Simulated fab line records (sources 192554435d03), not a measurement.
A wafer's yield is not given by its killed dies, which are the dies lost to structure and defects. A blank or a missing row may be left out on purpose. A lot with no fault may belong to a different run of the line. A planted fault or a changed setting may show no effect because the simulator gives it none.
fab line records    flow n5-finfet    part 2 of 2: steps 27 to 37 of 37
[record] lots = 5  wafers = 15  last-day = 17
route steps=1938 shown WELL_APT@29 PMOS_HMC_CHANNEL_EPI@57
lots that met no fault: from a run of the same line without faults
start-h: hours from the record's first day to the start of the lot's first wafer shown    wait-h: hours since the lot's step before    " identical to the entry in the row above    L1.1+2: several wafers, shown together as one row    - value missing, or start not given    * or withheld: withheld    < > ~ a bound
route shown NAME@n: NAME is a module with steps in the file, n the number in the route of the first one    usual: the fault-free wafers' mean and standard deviation    same: alike in all rows    chamber/n: place in a boat    sites: readings site by site    _std_site: their standard deviation    _edge_site: mean of outer sites minus mean of inner sites    radius-mm: how far each site lies from the wafer's centre    mask NAME#n: copy n    behind: the tool/chamber that last shaped the wafer    hold: reason for holding the lot/hours on hold/outcome of the hold    device: whichever transistor did not switch (one of n, p or np)    end of line: the tests these same wafers got at the end of their route    step lacking rows: just its recipe    killed: at the first sort, the dies lost to defects and structure; wafer yield is something else    map: dies across one wafer; x = killed, . = not, _ = none there
set.NAME: the setting as run; set.NAME@STEP: as run at that earlier step    model.NAME: the simulator's own value behind a step, which no gauge read
a table for each step, a row for each wafer; lots at some steps of the route
services: a tool's chamber out of use, with start hour (start-h, from the record's first day; less than 0 if before it), hours out, and reason
[[steps]]
[step N5_WELL_APT_EPI_41]
[recipe] material = Si  target-thk-a = 500  temp-c = 650  precursor = SiH4/H2  pressure-torr = 20  time-s = 297.7
[usual] susceptor_temp_C_max = 651.8/0.43  throttle-valve-pct = 11.49/0.23
lot.wafer  tool          chamber  start-h  wait-h  susceptor_temp_C_max  throttle-valve-pct
L075.1     epi-rpcvd-01  0        21.84    0.0     651.9                 11.80
L075.3     "             0        "        "       652.6                 11.76
L075.6     "             0        "        "       651.7                 11.45
L077.3     epi-rpcvd-01  0        35.31    0.2     652.6                 11.50
L077.5     "             0        "        "       651.6                 11.55
L077.6     "             0        "        "       651.5                 11.63
L078.3     epi-rpcvd-03  0        40.33    0.3     652.1                 11.22
L078.5     "             0        "        "       652.0                 11.49
L078.6     "             0        "        "       652.3                 11.32
L085.1     epi-rpcvd-03  0        82.51    0.0     651.8                 11.13
L085.3     "             0        "        "       651.8                 11.37
L085.5     "             0        "        "       651.5                 11.29
L095.2     epi-rpcvd-03  0        142.40   0.1     651.6                 11.18
L095.4     "             0        "        "       651.8                 11.36
L095.5     "             0        "        "       651.8                 11.37
[step N5_WELL_APT_INSPECT_38]
[recipe] inspect-instrument = darkfield  mode = post-epi
[usual] raw-defect-count = 13/4.8
lot.wafer  tool               chamber  start-h  wait-h  raw-defect-count
L075.1     defect-inspect-02  -        22.67    0.7     13
L075.3     "                  -        "        "       31
L075.6     "                  -        "        "       22
L077.3     defect-inspect-02  -        35.75    0.3     13
L077.5     "                  -        "        "       14
L077.6     "                  -        "        "       12
L078.3     defect-inspect-01  -        40.89    0.4     8
L078.5     "                  -        "        "       15
L078.6     "                  -        "        "       8
L085.1     defect-inspect-01  -        83.35    0.7     7
L085.3     "                  -        "        "       12
L085.5     "                  -        "        "       4
L095.2     defect-inspect-01  -        142.94   0.4     17
L095.4     "                  -        "        "       13
L095.5     "                  -        "        "       12
[step N5_PMOS_HMC_CHANNEL_EPI_HM_DEP_34]
[recipe] material = SiO2  target-thk-a = 360  temp-c = 400  precursor = TEOS/O2  pressure-torr = 6.5  rf-w = 900  teos-flow-sccm = 161.4  gas = O2  flow-sccm = 2650  time-s = 6.9
[usual] heater-power-w = 520/54  showerhead-plenum-p-Torr = 8.34/0.033  throttle-valve-pct = 18.1/0.86
lot.wafer  tool      chamber  start-h  wait-h  heater-power-w  showerhead-plenum-p-Torr  throttle-valve-pct
L075.1     pecvd-03  1        22.71    0.0     567             8.34                      17.9
L075.3     "         0        "        "       565             8.31                      18.8
L075.6     "         1        "        "       552             8.33                      18.1
L077.3     pecvd-02  0        35.80    0.0     609             8.34                      18.5
L077.5     "         0        "        "       591             8.32                      18.5
L077.6     "         1        "        "       539             8.32                      18.8
L078.3     pecvd-03  1        40.93    0.0     456             8.33                      18.1
L078.5     "         1        "        "       463             8.32                      17.9
L078.6     "         0        "        "       591             8.32                      18.9
L085.1     pecvd-02  0        83.39    0.0     506             8.35                      18.6
L085.3     "         2        "        "       455             8.33                      17.0
L085.5     "         2        "        "       462             8.32                      17.1
L095.2     pecvd-01  1        142.98   0.0     475             8.33                      18.6
L095.4     "         2        "        "       513             8.30                      17.0
L095.5     "         0        "        "       509             8.40                      19.3
[step N5_PMOS_HMC_CHANNEL_EPI_COAT_31]
[recipe] resist = BARC  temp-c = 205  time-s = 60  spin-rpm = 1500  resist-thk-nm = 66
[usual] exhaust-pa = 45.0/0.85
lot.wafer  tool            chamber  start-h  wait-h  exhaust-pa
L075.1     litho-track-02  0        22.77    0.0     45.6
L075.3     "               0        "        "       46.1
L075.6     "               0        "        "       45.8
L077.3     litho-track-05  0        35.85    0.0     45.0
L077.5     "               0        "        "       43.7
L077.6     "               0        "        "       46.0
L078.3     litho-track-02  0        40.99    0.0     44.3
L078.5     "               0        "        "       44.5
L078.6     "               0        "        "       46.0
L085.1     litho-track-04  0        83.44    0.0     46.2
L085.3     "               0        "        "       45.2
L085.5     "               0        "        "       45.4
L095.2     litho-track-02  0        143.03   0.0     44.3
L095.4     "               0        "        "       43.9
L095.5     "               0        "        "       44.6
[step N5_PMOS_HMC_CHANNEL_EPI_COAT_03]
[recipe] resist = CAR-ArF-block  spin-rpm = 1500  resist-thk-nm = 205
[usual] exhaust-pa = 44.7/0.96
lot.wafer  tool            chamber  start-h  wait-h  exhaust-pa
L075.1     litho-track-02  0        -        -       45.0
L075.3     "               0        "        "       43.2
L075.6     "               0        "        "       45.4
L077.3     litho-track-05  0        -        -       45.3
L077.5     "               0        "        "       44.9
L077.6     "               0        "        "       45.3
L078.3     litho-track-02  0        -        -       43.8
L078.5     "               0        "        "       45.0
L078.6     "               0        "        "       43.9
L085.1     litho-track-04  0        -        -       44.8
L085.3     "               0        "        "       43.7
L085.5     "               0        "        "       44.6
L095.2     litho-track-02  0        -        -       44.0
L095.4     "               0        "        "       43.7
L095.5     "               0        "        "       44.9
[step N5_PMOS_HMC_CHANNEL_EPI_EBR_05]
[recipe] solvent = PGMEA  ebr-width-mm = 1.5
[usual] exhaust-pa = 45.1/0.98
lot.wafer  tool            chamber  start-h  wait-h  exhaust-pa
L075.1     litho-track-02  0        -        -       43.7
L075.3     "               0        "        "       44.9
L075.6     "               0        "        "       44.7
L077.3     litho-track-05  0        -        -       43.9
L077.5     "               0        "        "       43.0
L077.6     "               0        "        "       44.3
L078.3     litho-track-02  0        -        -       43.7
L078.5     "               0        "        "       44.8
L078.6     "               0        "        "       44.2
L085.1     litho-track-04  0        -        -       45.6
L085.3     "               0        "        "       46.0
L085.5     "               0        "        "       44.1
L095.2     litho-track-02  0        -        -       44.5
L095.4     "               0        "        "       43.4
L095.5     "               0        "        "       45.4
[step N5_PMOS_HMC_CHANNEL_EPI_SOFTBAKE_04]
[recipe] temp-c = 110  time-s = 60  resist = CAR-ArF-block
[usual] exhaust-pa = 44.8/0.94
lot.wafer  tool            chamber  start-h  wait-h  exhaust-pa
L075.1     litho-track-02  0        -        -       44.7
L075.3     "               0        "        "       44.4
L075.6     "               0        "        "       43.8
L077.3     litho-track-05  0        -        -       44.2
L077.5     "               0        "        "       44.1
L077.6     "               0        "        "       43.9
L078.3     litho-track-02  0        -        -       45.2
L078.5     "               0        "        "       44.1
L078.6     "               0        "        "       44.4
L085.1     litho-track-04  0        -        -       44.5
L085.3     "               0        "        "       45.0
L085.5     "               0        "        "       45.0
L095.2     litho-track-02  0        -        -       46.1
L095.4     "               0        "        "       45.4
L095.5     "               0        "        "       44.1
[step N5_PMOS_HMC_CHANNEL_EPI_EXPOSE_06]
[recipe] mask-id = PMOS_HMC_BLK  na = 1.35  source-shape = conventional  sigma-outer = 0.8  polarization = unpolarized  target-cd-nm = 240  dose-mj = 41
lot.wafer   tool             chamber  start-h  wait-h  mask
L075.1+3+6  arfi-scanner-01  0        22.86    -       PMOS_HMC_BLK#0
L077.3+5+6  arfi-scanner-01  0        36.09    -       PMOS_HMC_BLK#0
L078.3+5+6  arfi-scanner-03  0        41.22    -       PMOS_HMC_BLK#0
L085.1+3+5  arfi-scanner-01  0        83.54    -       PMOS_HMC_BLK#0
L095.2+4+5  arfi-scanner-02  0        143.26   -       PMOS_HMC_BLK#0
[step N5_PMOS_HMC_CHANNEL_EPI_PEB_07]
[recipe] peb-temp-c = 110  peb-time-s = 60  resist = CAR-ArF-block
[usual] exhaust-pa = 44.8/0.85
lot.wafer  tool            chamber  start-h  wait-h  exhaust-pa
L075.1     litho-track-05  0        22.92    0.1     44.8
L075.3     "               0        "        "       45.9
L075.6     "               0        "        "       45.1
L077.3     litho-track-05  0        36.14    0.0     44.8
L077.5     "               0        "        "       44.9
L077.6     "               0        "        "       44.9
L078.3     litho-track-05  0        41.27    0.0     44.8
L078.5     "               0        "        "       45.5
L078.6     "               0        "        "       45.2
L085.1     litho-track-04  0        83.60    0.1     44.2
L085.3     "               0        "        "       43.4
L085.5     "               0        "        "       43.6
L095.2     litho-track-05  0        143.31   0.0     46.8
L095.4     "               0        "        "       46.2
L095.5     "               0        "        "       45.2
[step N5_PMOS_HMC_CHANNEL_EPI_DEVELOP_08]
[recipe] develop-time-s = 30  developer = TMAH  resist = CAR-ArF-block  dev-temp-c = 23  rinse-liquid = diw  dry = air-spin
[usual] exhaust-pa = 44.9/0.84
lot.wafer  tool            chamber  start-h  wait-h  exhaust-pa
L075.1     litho-track-05  0        -        -       45.7
L075.3     "               0        "        "       44.6
L075.6     "               0        "        "       45.5
L077.3     litho-track-05  0        -        -       43.3
L077.5     "               0        "        "       44.4
L077.6     "               0        "        "       45.2
L078.3     litho-track-05  0        -        -       43.8
L078.5     "               0        "        "       43.5
L078.6     "               0        "        "       45.7
L085.1     litho-track-04  0        -        -       45.2
L085.3     "               0        "        "       45.6
L085.5     "               0        "        "       45.0
L095.2     litho-track-05  0        -        -       44.3
L095.4     "               0        "        "       44.3
L095.5     "               0        "        "       44.4
[step N5_PMOS_HMC_CHANNEL_EPI_CD_MEAS_09]
[recipe] target-cd-nm = 237.4  landing-energy-ev = 500  detector = se-inlens
[usual] cd-nm = 237.5/1.3
lot.wafer  tool       chamber  start-h  wait-h  cd-nm
L075.1     cd-sem-03  0        22.99    -       238.0
L075.3     "          0        "        "       239.6
L075.6     "          0        "        "       239.1
L077.3     cd-sem-02  0        36.21    -       237.6
L077.5     "          0        "        "       238.6
L077.6     "          0        "        "       237.4
L078.3     cd-sem-03  0        41.34    -       236.6
L078.5     "          0        "        "       237.5
L078.6     "          0        "        "       237.2
L085.1     cd-sem-01  0        83.66    -       237.0
L085.3     "          0        "        "       236.4
L085.5     "          0        "        "       238.0
L095.2     cd-sem-03  0        143.38   -       239.4
L095.4     "          0        "        "       238.4
L095.5     "          0        "        "       238.3
[[services]]
tool             chamber  start-h  hours  kind
pecvd-03         0        0.22     6.6    repair
epi-rpcvd-01     -        2.00     0.5    repair
implanter-02     -        7.65     7.4    repair
arfi-scanner-01  -        8.58     1.0    pm
rie-diel-06      -        10.35    1.0    repair
krf-scanner-01   -        12.80    0.4    repair
krf-scanner-02   -        15.87    1.5    repair
rie-diel-01      1        18.87    14.0   repair
krf-scanner-01   -        23.94    1.3    pm
arfi-scanner-01  -        44.17    1.3    pm
krf-scanner-01   -        46.60    1.0    pm
krf-scanner-01   -        66.48    0.8    pm
krf-scanner-02   -        77.86    1.0    pm
rie-diel-01      2        87.98    4.9    repair
krf-scanner-02   -        90.78    1.3    pm
rie-diel-01      3        105.08   9.1    repair
arfi-scanner-01  -        109.91   4.9    pm
rie-diel-01      0        113.19   5.2    repair
rie-diel-06      2        113.32   8.0    repair
krf-scanner-02   -        120.93   0.8    pm
implanter-02     -        124.84   2.5    pm
implanter-01     -        129.18   32.0   pm
pecvd-02         1        130.79   30.3   repair
pecvd-02         -        139.70   0.8    repair
